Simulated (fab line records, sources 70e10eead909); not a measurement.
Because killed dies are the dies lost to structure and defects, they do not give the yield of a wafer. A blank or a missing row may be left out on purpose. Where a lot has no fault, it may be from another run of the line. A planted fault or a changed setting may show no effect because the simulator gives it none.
Problem report in the 8D (eight disciplines) form, filled by code / flow nand-harc / the parts of the form that need people (team, actions taken, sign-off) are left out

== 1. THE PROBLEM ==
NHARC_END_SORT_01, killed-at-array: mean 406 over 1 wafer from 1 lot; wafers with no fault: 25, standard deviation 9.2. That puts it +41 standard deviations away from the usual mean.
First observed at day 21 20:40: wafer L866.3, on prober-01. The record holds 3 wafers of 1 lot with a number at this step. The rule behind "out" and "out of limits": a value lying over 4 standard deviations away from the usual mean. The rest of the wafers with a number are treated as sound.

== 2. WHAT THIS IS AND IS NOT ==
question=which readings at this step | is=killed-at-array, killed-dies | is not=killed-at-other, killed-at-periphery, killed-short
question=which lots | is=L866 | is not=-
question=which wafers of those lots | is=L866.3 | is not=L866.1, L866.6
question=read on which gauges | is=prober-01 | is not=-
question=when | is=from day 21 20:40 | is not=up to then (1 sound wafer); but 1 sound wafer of L866 came after

== 3. WHAT RULES OUT EACH SUSPECT ==
Counting: any tool at a process step up to the reading remains a suspect provided it ran every lot that is out. Sound lots after the first of them don't rule it out here, since some wafers of a struck lot are sound.
- the gauge at NHARC_END_SORT_01 is ruled out. All the wafers that are out were read on prober-01, but those of them that NHARC_A_STAIRCASE_ETCH_223 has rows for are out there too, on other tools.
- rie-diel-02 at NHARC_A_STAIRCASE_ETCH_203 (etches the open film in C4F8/O2, target depth 100 nm, time 40.5 s): kept. It ran the lot that is out, L866 (day 13 16:48). Because NHARC_A_STAIRCASE_ETCH_203 lacks a start for some lots, the hours and order of its lots are taken from NHARC_A_STAIRCASE_ETCH_223.
- rie-diel-02 at NHARC_A_STAIRCASE_TRIM_222 (chemistry O2, time 211.2 s): kept. It ran the lot that is out, L866 (day 13 16:48). Because NHARC_A_STAIRCASE_TRIM_222 lacks a start for some lots, the hours and order of its lots are taken from NHARC_A_STAIRCASE_ETCH_223.
- rie-diel-02 at NHARC_A_STAIRCASE_ETCH_223 (etches the open film in C4F8/O2, target depth 100 nm, time 40.5 s): kept. It ran the lot that is out, L866 (day 13 16:48). Its own readings are out on those wafers: oes-product-au.
- rie-diel-13 at NHARC_A_STAIRCASE_TRIM_231 (chemistry O2, time 211.2 s): kept. It ran the lot that is out, L866 (day 21 19:04). Because NHARC_A_STAIRCASE_TRIM_231 lacks a start for some lots, the hours and order of its lots are taken from NHARC_END_SORT_01.
- Within rie-diel-02 at NHARC_A_STAIRCASE_ETCH_203, the wafers that are out were processed in chamber 2 and their sound lot-mates in chamber 1.
- At NHARC_A_STAIRCASE_TRIM_222, inside rie-diel-02: chamber 3 took the wafers that are out, while their sound lot-mates went through chambers 0, 1.
- Within rie-diel-02 at NHARC_A_STAIRCASE_ETCH_223, the wafers that are out were processed in chamber 0 and their sound lot-mates in chamber 1.
- Within rie-diel-13 at NHARC_A_STAIRCASE_TRIM_231, the wafers that are out were processed in chamber 0 and their sound lot-mates in chamber 3.
Left after counting: rie-diel-02 at NHARC_A_STAIRCASE_ETCH_203, rie-diel-02 at NHARC_A_STAIRCASE_TRIM_222, rie-diel-02 at NHARC_A_STAIRCASE_ETCH_223, rie-diel-13 at NHARC_A_STAIRCASE_TRIM_231.

== 4. THE CAUSE (what the simulator had put in) ==
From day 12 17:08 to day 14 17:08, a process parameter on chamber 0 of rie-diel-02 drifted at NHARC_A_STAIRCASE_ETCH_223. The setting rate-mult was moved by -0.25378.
4 suspects survive the count, and this tool is in that group.

== 5. SEQUENCE OF EFFECTS, ordered by route ==
Each row: a reading whose mean over the struck wafers that have a number lies more than 3 standard deviations from the usual. Scope: only readings with a usual standard deviation given in the record; hours: median across lots of the time from each lot's start at the first step in this table that gives one to its start at this step; sigmas: change in usual standard deviations.
hours=0; step=NHARC_A_STAIRCASE_ETCH_223; reading=oes-product-au; usual=0.943 a.u.; on struck wafers=0.808; change=-0.135; sigmas=-10
hours=196; step=NHARC_END_SORT_01; reading=killed-at-array; usual=25; on struck wafers=406; change=+381; sigmas=+41
hours=196; step=NHARC_END_SORT_01; reading=killed-dies; usual=30; on struck wafers=414; change=+384; sigmas=+40
The process steps in it:
- NHARC_A_STAIRCASE_ETCH_223: etches the open film in C4F8/O2, target depth 100 nm, time 40.5 s.

== 6. WHAT WOULD HAVE CAUGHT IT SOONER ==
In this record the first reading out of limits at a measuring or inspecting step was taken at day 21 20:40, 220 hours after the fault began at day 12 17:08.
Tool's own readings at NHARC_A_STAIRCASE_ETCH_223, oes-product-au: out on all struck wafers the step has rows for; an alarm limit on them would have tripped on the first.
By day 21 20:40, every lot that is out (1) had started NHARC_A_STAIRCASE_ETCH_223 on rie-diel-02. Holding the tool at that point would not have protected any of them.
